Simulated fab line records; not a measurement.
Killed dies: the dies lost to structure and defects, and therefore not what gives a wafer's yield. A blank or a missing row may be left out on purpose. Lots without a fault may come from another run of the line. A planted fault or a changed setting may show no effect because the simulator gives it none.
fab line records -- flow n5_finfet
[record] lots = 6, wafers = 18, last_day = 17
route steps=1938 shown HKMG_FIN@385
lots with no fault: from the same line, run without faults
start_h: hours from the record's opening day to when the first of the lot's shown wafers began -- wait_h: hours since the lot's step before -- " repeats the value in the row above -- L1.1+2: several wafers, shown together as one row -- - no value present, or no start provided -- * or withheld: withheld -- < > ~ a bound
route shown NAME@n: NAME is a module with steps in the file, n the number in the route of the first one -- usual: average and standard deviation across the fault-free wafers -- same: alike in all rows -- chamber/n: place in a boat -- sites: per-site readings -- _std_site: their standard deviation -- _edge_site: outer sites' mean less inner sites' -- radius_mm: how far each site lies from the wafer's centre -- mask NAME#n: copy n -- behind: the most recent tool/chamber to have shaped the wafer -- hold: what put the lot on hold/how long, in hours/how the hold closed -- device: transistor that didn't switch, given as n, p or np -- end of line: at the end of the route, the tests of the same wafers -- for a step that has no rows: nothing shown but its recipe -- killed: the dies lost at the first sort to structure and to defects; this is not the yield of the wafer -- map: a wafer's dies, marking killed ones x, the rest . and places with no die _
set.NAME: the setting that was run; set.NAME@STEP: the one run at that earlier step -- model.NAME: the simulator's own value behind a step, which no gauge read
lots at selected steps of the route; one table per step, one row per wafer
services: when a tool's chamber went out of use (start_h, in hours from the record's first day, below 0 if earlier), for how many hours, and the reason
[[steps]]
[step N5_HKMG_FIN_IL_REGROW_00]
[recipe] material = SiO2, target_thk_a = 7.5, chemistry = O3, temp_c = withheld, time_s = 30
[step N5_HKMG_FIN_HK_ALD_01]
[recipe] material = HfO2, target_thk_a = 16, temp_c = withheld, ald_precursor_family = HfCl4, ald_co_reactant = H2O, pulse_time_s = 3, purge_time_s = 3, co_reactant_purge_time_s = 2.5, co_reactant_pulse_time_s = 0.3, ald_cycles = 30
[usual] precursor_pulse_height_rel = 1.001/0.018
[same] pulse_time_s = 3
lot.wafer,tool,chamber,start_h,wait_h,precursor_pulse_height_rel
L462.1,ald_hk-02,3,90.37,0.0,1.037
L462.4,ald_hk-02,1,90.37,0.0,0.986
L462.6,ald_hk-02,2,90.37,0.0,0.975
L463.1,ald_hk-02,0,96.70,0.0,0.993
L463.4,ald_hk-02,3,96.70,0.0,1.006
L463.5,ald_hk-02,2,96.70,0.0,1.022
L475.1,ald_hk-02,3,168.40,0.0,0.999
L475.2,ald_hk-02,2,168.40,0.0,1.000
L475.4,ald_hk-02,1,168.40,0.0,0.995
L477.1,ald_hk-01,0,180.99,0.0,1.011
L477.3,ald_hk-01,2,180.99,0.0,1.032
L477.5,ald_hk-01,1,180.99,0.0,1.007
L480.1,ald_hk-01,3,200.46,0.0,1.012
L480.2,ald_hk-01,1,200.46,0.0,0.995
L480.4,ald_hk-01,0,200.46,0.0,0.978
L482.4,ald_hk-02,0,212.06,0.0,0.995
L482.5,ald_hk-02,3,212.06,0.0,1.010
L482.6,ald_hk-02,2,212.06,0.0,1.005
[step N5_HKMG_FIN_HK_ANNEAL_02]
[recipe] temp_c = 700, time_s = 30, ambient = N2, idle_temp_c = 600, ramp_up_c_per_s = 150, ramp_down_c_per_s = 60, cool_to_c = 600
[usual] lamp_power_pct = 8.81/0.056, wafer_temp_C_max = 703.0/0.72
lot.wafer,tool,chamber,start_h,wait_h,lamp_power_pct,wafer_temp_C_max
L462.1,rtp_anneal-01,0,90.61,0.2,8.82,702.7
L462.4,rtp_anneal-01,0,90.61,0.2,8.76,702.8
L462.6,rtp_anneal-01,0,90.61,0.2,8.78,701.8
L463.1,rtp_anneal-01,0,96.89,0.1,8.85,702.2
L463.4,rtp_anneal-01,0,96.89,0.1,8.81,703.6
L463.5,rtp_anneal-01,0,96.89,0.1,8.81,704.8
L475.1,rtp_anneal-01,0,168.69,0.2,8.78,702.4
L475.2,rtp_anneal-01,0,168.69,0.2,8.91,703.3
L475.4,rtp_anneal-01,0,168.69,0.2,8.75,702.3
L477.1,rtp_anneal-02,0,181.18,0.1,8.89,702.7
L477.3,rtp_anneal-02,0,181.18,0.1,8.80,702.4
L477.5,rtp_anneal-02,0,181.18,0.1,8.79,702.1
L480.1,rtp_anneal-02,0,200.65,0.1,8.83,703.2
L480.2,rtp_anneal-02,0,200.65,0.1,8.85,702.5
L480.4,rtp_anneal-02,0,200.65,0.1,8.76,703.5
L482.4,rtp_anneal-01,0,212.34,0.2,8.77,703.2
L482.5,rtp_anneal-01,0,212.34,0.2,8.72,703.0
L482.6,rtp_anneal-01,0,212.34,0.2,8.87,702.4
[step N5_HKMG_FIN_ALD_74]
[recipe] material = La2O3, target_thk_a = 5, temp_c = 250, ald_precursor_family = La-Cp, ald_co_reactant = O3, pulse_time_s = 6, co_reactant_pulse_time_s = 1, purge_time_s = 3, co_reactant_purge_time_s = 3
[usual] heater_power_w = 361/31, precursor_pulse_height_rel = 0.999/0.019
[same] pulse_time_s = 6
lot.wafer,tool,chamber,start_h,wait_h,heater_power_w,precursor_pulse_height_rel
L462.1,ald_hk-01,2,90.83,0.2,400,1.022
L462.4,ald_hk-01,3,90.83,0.2,306,1.026
L462.6,ald_hk-01,3,90.83,0.2,309,0.980
L463.1,ald_hk-03,1,97.11,0.2,365,0.985
L463.4,ald_hk-03,3,97.11,0.2,342,1.009
L463.5,ald_hk-03,2,97.11,0.2,396,1.013
L475.1,ald_hk-01,3,168.91,0.2,303,1.008
L475.2,ald_hk-01,1,168.91,0.2,330,1.029
L475.4,ald_hk-01,0,168.91,0.2,328,1.008
L477.1,ald_hk-03,2,181.41,0.2,400,0.983
L477.3,ald_hk-03,3,181.41,0.2,337,0.975
L477.5,ald_hk-03,0,181.41,0.2,343,0.996
L480.1,ald_hk-03,0,200.86,0.2,367,0.975
L480.2,ald_hk-03,1,200.86,0.2,370,1.002
L480.4,ald_hk-03,3,200.86,0.2,334,0.976
L482.4,ald_hk-01,1,212.46,0.1,319,0.990
L482.5,ald_hk-01,0,212.46,0.1,338,1.015
L482.6,ald_hk-01,1,212.46,0.1,329,0.983
[step N5_HKMG_FIN_ALD_75]
[recipe] material = Al2O3, target_thk_a = 10, temp_c = 150, ald_precursor_family = TMA, ald_co_reactant = H2O, pulse_time_s = withheld, co_reactant_pulse_time_s = 1
[usual] heater_power_w = 155/13, precursor_pulse_height_rel = 1.002/0.019
lot.wafer,tool,chamber,start_h,wait_h,heater_power_w,precursor_pulse_height_rel
L462.1,ald_hk-01,2,90.98,0.1,166,0.983
L462.4,ald_hk-01,3,90.98,0.1,132,1.006
L462.6,ald_hk-01,3,90.98,0.1,132,0.964
L463.1,ald_hk-03,1,97.18,0.0,161,0.998
L463.4,ald_hk-03,3,97.18,0.0,143,0.976
L463.5,ald_hk-03,2,97.18,0.0,170,1.027
L475.1,ald_hk-01,3,169.06,0.1,133,1.014
L475.2,ald_hk-01,1,169.06,0.1,140,1.017
L475.4,ald_hk-01,0,169.06,0.1,146,1.003
L477.1,ald_hk-03,2,181.48,0.0,170,1.023
L477.3,ald_hk-03,3,181.48,0.0,144,1.015
L477.5,ald_hk-03,0,181.48,0.0,151,0.995
L480.1,ald_hk-03,0,200.94,0.0,152,1.031
L480.2,ald_hk-03,1,200.94,0.0,159,1.034
L480.4,ald_hk-03,3,200.94,0.0,146,0.992
L482.4,ald_hk-01,1,212.54,0.0,142,1.004
L482.5,ald_hk-01,0,212.54,0.0,149,0.982
L482.6,ald_hk-01,1,212.54,0.0,141,0.985
[step N5_HKMG_FIN_COAT_41]
[recipe] resist = SOC, temp_c = 250, time_s = 60, spin_rpm = 1500, resist_thk_nm = 300
[step N5_HKMG_FIN_COAT_42]
[recipe] resist = SiARC, temp_c = 220, time_s = 60, spin_rpm = 1500, resist_thk_nm = 35
[step N5_HKMG_FIN_COAT_43]
[recipe] resist = CAR-ArF, spin_rpm = 1500, resist_thk_nm = 90
[step N5_HKMG_FIN_EBR_45]
[recipe] solvent = PGMEA, ebr_width_mm = 1.5
[step N5_HKMG_FIN_SOFTBAKE_44]
[recipe] temp_c = 110, time_s = 60, resist = CAR-ArF
[step N5_HKMG_FIN_EXPOSE_46]
[recipe] mask_id = NDIPOLE, na = 1.35, source_shape = conventional, sigma_outer = 0.8, polarization = unpolarized, dose_mj = 40
[step N5_HKMG_FIN_PEB_47]
[recipe] peb_temp_c = withheld, peb_time_s = 60, resist = CAR-ArF
[step N5_HKMG_FIN_DEVELOP_48]
[recipe] develop_time_s = 30, developer = TMAH, resist = CAR-ArF, rinse_liquid = diw, dry = air_spin, dev_temp_c = 23
[usual] chill_plate_temp_C = 23.00/0.099, develop_time_s = 30/0, developer_temp_C = 23.00/0.11
lot.wafer,tool,chamber,start_h,wait_h,chill_plate_temp_C,develop_time_s,developer_temp_C,model.CAR-ArF_of_HKMG_FIN_COAT_43.thk_nm
L462.1,litho_track-03,-,91.34,-,-,-,-,90
L462.4,litho_track-03,-,91.34,-,-,-,-,90
L462.6,litho_track-03,-,91.34,-,-,-,-,90.2
L463.1,litho_track-03,-,97.59,-,-,-,-,89.8
L463.4,litho_track-03,-,97.59,-,-,-,-,89.8
L463.5,litho_track-03,-,97.59,-,-,-,-,90.2
L475.1,litho_track-05,0,169.41,-,23.06,30,22.97,88.8
L475.2,litho_track-05,0,169.41,-,23.32,30,22.97,88.8
L475.4,litho_track-05,0,169.41,-,23.20,30,22.99,88.6
L477.1,litho_track-03,0,181.77,-,23.00,30,23.09,88.8
L477.3,litho_track-03,0,181.77,-,23.05,30,23.24,88.8
L477.5,litho_track-03,0,181.77,-,22.92,30,22.92,88.8
L480.1,litho_track-05,0,201.22,-,22.89,30,23.17,88.4
L480.2,litho_track-05,0,201.22,-,22.89,30,23.04,88.4
L480.4,litho_track-05,0,201.22,-,22.75,30,23.01,88.6
L482.4,litho_track-05,0,212.82,-,23.03,30,23.15,88.4
L482.5,litho_track-05,0,212.82,-,22.96,30,23.06,88.4
L482.6,litho_track-05,0,212.82,-,22.76,30,23.10,88.6
[step N5_HKMG_FIN_CD_MEAS_49]
[recipe] target_cd_nm = 202, landing_energy_ev = 500, detector = se_inlens, polarity = opening
[usual] cd_nm = 202.3/0.7
lot.wafer,tool,chamber,start_h,wait_h,cd_nm
L462.1,cd_sem-01,0,91.40,-,-
L462.4,cd_sem-01,0,91.40,-,-
L462.6,cd_sem-01,0,91.40,-,-
L463.1,cd_sem-03,0,97.65,-,-
L463.4,cd_sem-03,0,97.65,-,-
L463.5,cd_sem-03,0,97.65,-,-
L475.1,cd_sem-01,0,169.47,-,202.1
L475.2,cd_sem-01,0,169.47,-,202.6
L475.4,cd_sem-01,0,169.47,-,201.9
L477.1,cd_sem-03,0,181.82,-,202.9
L477.3,cd_sem-03,0,181.82,-,202.6
L477.5,cd_sem-03,0,181.82,-,202.6
L480.1,cd_sem-01,0,201.28,-,201.5
L480.2,cd_sem-01,0,201.28,-,202.2
L480.4,cd_sem-01,0,201.28,-,201.4
L482.4,cd_sem-01,0,212.89,-,202.1
L482.5,cd_sem-01,0,212.89,-,203.1
L482.6,cd_sem-01,0,212.89,-,202.9
[[services]]
tool,chamber,start_h,hours,kind
ald_hk-01,-,92.00,8.7,pm
ald_hk-03,-,128.93,1.2,pm
ald_hk-01,-,194.23,1.1,repair
[[key]]
[first_sign] step = N5_HKMG_FIN_DEVELOP_48, reading = tool_record, direction = missing
effect none on later readings
[model_effect] step = N5_HKMG_FIN_DEVELOP_48, value = CAR-ArF_of_HKMG_FIN_COAT_43.thk_nm, without = 88.3, struck = 90
met_at N5_HKMG_FIN_DEVELOP_48
struck_wafers L462.1,L462.4,L462.6,L463.1,L463.4,L463.5
rows_end L463.1,L463.4,L463.5
later_rows_left_out L462.1,L462.4,L462.6
sort_left_out L462.1,L462.4,L462.6
tester_left_out L462
[fault] kind = skipped_step_whole, tool = litho_track-03,litho_track-05, chamber = -, onset_h = 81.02, steps = N5_HKMG_FIN_DEVELOP_48, scope = struck_lots_only
// tester_left_out: of these lots the tester's yield and bins aren't shown, on N5 and GAA mostly nor the transistor test; their killed dies are dies lost to structure and defects alone, not to doping, threshold or leakage, so they don't give the yield
// sort_left_out: the simulated sort isn't trusted on such a fault, so these wafers' sort isn't shown, and their yield isn't known
// later_rows_left_out: the simulator's readings of these wafers behind a module that went badly wrong aren't trusted and aren't shown, but for the sort
// rows_end: these wafers met a further fault down the route, and their rows from its step on are left out
